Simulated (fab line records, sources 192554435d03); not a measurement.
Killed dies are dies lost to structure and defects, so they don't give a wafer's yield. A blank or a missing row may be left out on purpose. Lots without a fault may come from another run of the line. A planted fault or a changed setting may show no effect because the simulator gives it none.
Problem report in the 8D (eight disciplines) form, filled by code | flow n5_finfet | the parts of the form that need people (team, actions taken, sign-off) are left out

1. THE PROBLEM
cd_nm at N5_FIN_SAQP_CD_MEAS_16 reads a mean of 33.2 nm on 2 wafers of 2 lots; wafers without a fault read 35.4 nm with a standard deviation of 0.34. That is -6.3 standard deviations from the usual mean.
The step: target cd 35.6 nm.
First seen on wafer L990.6, day 3 22:02, on cd_sem-01. The record holds 27 wafers of 9 lots with a number at this step. Rule for "out", or "out of limits": more than 4 standard deviations from the usual mean. The other wafers with a number count as sound.

2. WHAT IT IS AND WHAT IT IS NOT
question                    | is                   | is not
which readings at this step | cd_nm                | -
which lots                  | L990, L991           | L101, L102, L103, L105, L982, L984, L999
which wafers of those lots  | L990.6, L991.6       | L990.2, L990.3, L991.2, L991.5
read on which gauges        | cd_sem-01, cd_sem-03 | cd_sem-02
when                        | from day 3 22:02     | up to then (8 sound wafers); but 17 sound wafers of L101, L102, L103, L105, L991, L999 came after

3. SUSPECTS, AND WHAT RULES EACH OUT
Counting: a tool at a process step up to the reading stays a suspect if it ran every lot that is out. Sound lots after the first of them don't rule it out here, since some wafers of a struck lot are sound.
- the gauge at N5_FIN_SAQP_CD_MEAS_16: ruled out. The wafers that are out were read on 2 gauges (cd_sem-01, cd_sem-03).
- arfi_scanner-03 at N5_FIN_SAQP_EXPOSE_13 (exposes mask FIN CORE, target cd 35.6 nm): kept. It ran every lot that is out, first L990 (day 3 21:55); its last sound lot up to then is L984 (day 2 09:50).
Left after counting: arfi_scanner-03 at N5_FIN_SAQP_EXPOSE_13.

4. THE CAUSE (what the simulator had put in)
Process parameter drift: arfi_scanner-03, from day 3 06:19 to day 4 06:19, at N5_FIN_SAQP_EXPOSE_13. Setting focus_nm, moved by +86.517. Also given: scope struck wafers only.
Counting left only this tool.

5. THE CHAIN OF EFFECTS, in route order
Each row: a reading whose mean over the struck wafers that have a number lies more than 3 standard deviations from the usual. Only readings for which the record gives a usual standard deviation are gone through. hours: the time from each lot's start at the first step in this table that gives one to its start at this step, as a median over the lots. sigmas: the change in usual standard deviations.
hours | step                   | reading | usual   | on struck wafers | change | sigmas
0     | N5_FIN_SAQP_CD_MEAS_16 | cd_nm   | 35.4 nm | 33.2             | -2.1   | -6.3

6. WHAT WOULD HAVE CAUGHT IT SOONER
In this record the first reading out of limits at a measuring or inspecting step was taken at day 3 22:02, 16 hours after the fault began at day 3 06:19.
Of the tool readings at N5_FIN_SAQP_EXPOSE_13 for which the record gives a usual standard deviation, none was out on any struck wafer, so an alarm limit of 4 standard deviations on them would not have fired.
Of the lots that are out (2), L991 began N5_FIN_SAQP_EXPOSE_13 on arfi_scanner-03 after day 3 22:02. A hold on the tool at that time would have spared it.
